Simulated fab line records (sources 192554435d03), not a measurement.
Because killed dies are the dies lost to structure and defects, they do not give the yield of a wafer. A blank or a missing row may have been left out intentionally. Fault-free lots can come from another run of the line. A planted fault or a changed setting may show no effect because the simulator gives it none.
Matching of chambers + flow n5-finfet + 4 sister chambers for N5_BEOL_M0_SAQP_ETCH_102 on rie-si-03
The step etches SiO2 in CF4, target depth 4 nm, time 4.4 s. 18 wafers are shown with their chamber, then 9 later ones without.

== WAFERS WITH THEIR CHAMBER ==
| wafer  | chamber | throttle-valve-pct (%) | drypump-motor-current-A (A) | oes-product-au (a.u.) |
|--------|---------|------------------------|-----------------------------|-----------------------|
| L074.2 | 3       | 21.53                  | 5.75                        | 1.015                 |
| L074.3 | 0       | 21.48                  | 5.84                        | 0.970                 |
| L074.4 | 1       | 22.06                  | 5.85                        | 1.010                 |
| L076.2 | 2       | 21.71                  | 6.25                        | 1.005                 |
| L076.3 | 0       | 21.46                  | 5.87                        | 0.972                 |
| L076.5 | 1       | 22.07                  | 5.88                        | 0.995                 |
| L075.4 | 2       | 21.72                  | 6.26                        | 0.999                 |
| L075.5 | 3       | 21.54                  | 5.73                        | 1.002                 |
| L075.6 | 2       | 21.72                  | 6.27                        | 1.001                 |
| L078.1 | 0       | 21.45                  | 5.84                        | 0.974                 |
| L078.3 | 3       | 21.54                  | 5.75                        | 1.005                 |
| L078.4 | 1       | 22.07                  | 5.86                        | 0.997                 |
| L080.2 | 3       | 21.53                  | 5.74                        | 0.996                 |
| L080.3 | 2       | 21.73                  | 6.29                        | 0.997                 |
| L080.6 | 3       | 21.55                  | 5.75                        | 1.003                 |
| L086.4 | 3       | 21.53                  | 5.72                        | 1.002                 |
| L086.5 | 2       | 21.72                  | 6.25                        | 0.999                 |
| L086.6 | 1       | 22.07                  | 5.88                        | 1.001                 |

SIGNATURES (averages over the wafers above)
| reading                 | chamber 0 | chamber 1 | chamber 2 | chamber 3 | scatter within a chamber |
|-------------------------|-----------|-----------|-----------|-----------|--------------------------|
| throttle-valve-pct      | 21.4633   | 22.0675   | 21.7200   | 21.5367   | 0.00876                  |
| drypump-motor-current-A | 5.8500    | 5.8675    | 6.2640    | 5.7400    | 0.0151                   |
| oes-product-au          | 0.97200   | 1.00075   | 1.00020   | 1.00383   | 0.00516                  |
Rule: for a wafer and a chamber, the distance is found by dividing, reading by reading, the gap between the wafer's reading and the chamber's mean by the reading's scatter, squaring, summing and taking the root. The wafer belongs to the nearest chamber; if the next one is less than 2 further off, it can't be placed. How the scatter is found: for the shown wafers, subtract from each reading the mean of its chamber, square and add these, divide the total by (wafers less chambers), then take the root.

== WAFERS WITH NO CHAMBER GIVEN ==
| wafer  | throttle-valve-pct (%) | drypump-motor-current-A (A) | oes-product-au (a.u.) |
|--------|------------------------|-----------------------------|-----------------------|
| L087.2 | 22.06                  | 5.86                        | 0.997                 |
| L087.4 | 21.74                  | 6.26                        | 0.998                 |
| L087.5 | 21.73                  | 6.24                        | 0.996                 |
| L088.2 | 22.07                  | 5.88                        | 0.997                 |
| L088.3 | 21.46                  | 5.83                        | 0.958                 |
| L088.5 | 22.07                  | 5.87                        | 0.998                 |
| L095.2 | 22.07                  | 5.86                        | 0.996                 |
| L095.3 | 21.46                  | 5.85                        | 0.975                 |
| L095.6 | 21.54                  | 5.74                        | 1.004                 |

== THE CHAMBER EACH PASSED THROUGH ==
| wafer  | from the rows above | in truth |
|--------|---------------------|----------|
| L087.2 | 1                   | 1        |
| L087.4 | 2                   | 2        |
| L087.5 | 2                   | 2        |
| L088.2 | 1                   | 1        |
| L088.3 | 0                   | 0        |
| L088.5 | 1                   | 1        |
| L095.2 | 1                   | 1        |
| L095.3 | 0                   | 0        |
| L095.6 | 3                   | 3        |
Correct placement for 9 of the 9. From these rows, 0 cannot be placed. Placed wrongly: 0.
